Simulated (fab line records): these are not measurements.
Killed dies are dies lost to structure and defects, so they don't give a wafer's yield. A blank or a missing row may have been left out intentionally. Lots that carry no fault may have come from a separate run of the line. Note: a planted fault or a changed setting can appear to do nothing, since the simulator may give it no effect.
Matching of chambers -- flow n5 finfet -- 4 sister chambers for N5_SDB_DESCUM_16 on rie diel-03
The step chemistry O2, time 7.9 s. 16 wafers are shown with their chamber, then 8 later ones without.

== WAFERS, EACH WITH ITS CHAMBER ==
wafer,chamber,drypump motor current A (A),showerhead plenum p Torr (Torr),throttle valve pct (%)
L074.2,1,5.1,2.15,20.56
L074.5,2,5.7,2.13,20.06
L074.6,3,5.5,2.09,20.81
L076.1,0,6.4,2.08,20.40
L076.4,0,6.4,2.08,20.38
L076.6,1,5.1,2.14,20.56
L080.2,2,5.6,2.13,19.76
L080.4,1,5.1,2.14,20.57
L080.5,3,5.4,2.08,20.81
L087.1,2,5.7,2.12,19.80
L087.4,1,5.1,2.14,20.26
L087.6,1,5.1,2.14,20.23
L089.2,2,5.6,2.12,19.79
L089.4,3,5.4,2.07,20.83
L089.6,2,5.6,2.12,19.78
L091.1,3,5.4,2.07,20.86

SIGNATURES (means of the wafers above)
reading,chamber 0,chamber 1,chamber 2,chamber 3,scatter within a chamber
drypump motor current A,6.400,5.100,5.640,5.425,0.0403
showerhead plenum p Torr,2.0800,2.1420,2.1240,2.0775,0.00629
throttle valve pct,20.3900,20.4360,19.8380,20.8275,0.125
Rule: a wafer's distance from a chamber is the root of the sum, over the readings, of the square of ((its reading less the chamber's mean) divided by the reading's scatter). The wafer belongs to the nearest chamber; if the next one is less than 2 further off, it can't be placed. The scatter: the root of (the sum of the squares of (reading less its chamber's mean) over the shown wafers, divided by (wafers less chambers)).

== WAFERS WITH NO CHAMBER GIVEN ==
wafer,drypump motor current A (A),showerhead plenum p Torr (Torr),throttle valve pct (%)
L091.3,6.4,2.07,20.47
L091.6,5.7,2.12,19.80
L092.2,5.6,2.12,19.81
L092.4,6.4,2.07,20.46
L092.5,5.5,2.07,20.85
L094.1,5.1,2.13,20.27
L094.4,5.4,2.07,20.84
L094.5,5.6,2.12,19.82

== WHICH CHAMBER EACH WENT THROUGH ==
wafer,from the rows above,in truth
L091.3,0,0
L091.6,2,2
L092.2,2,2
L092.4,0,0
L092.5,3,3
L094.1,1,1
L094.4,3,3
L094.5,2,2
Correctly placed: 8 of 8. From these rows, 0 cannot be placed. Placed wrongly: 0.
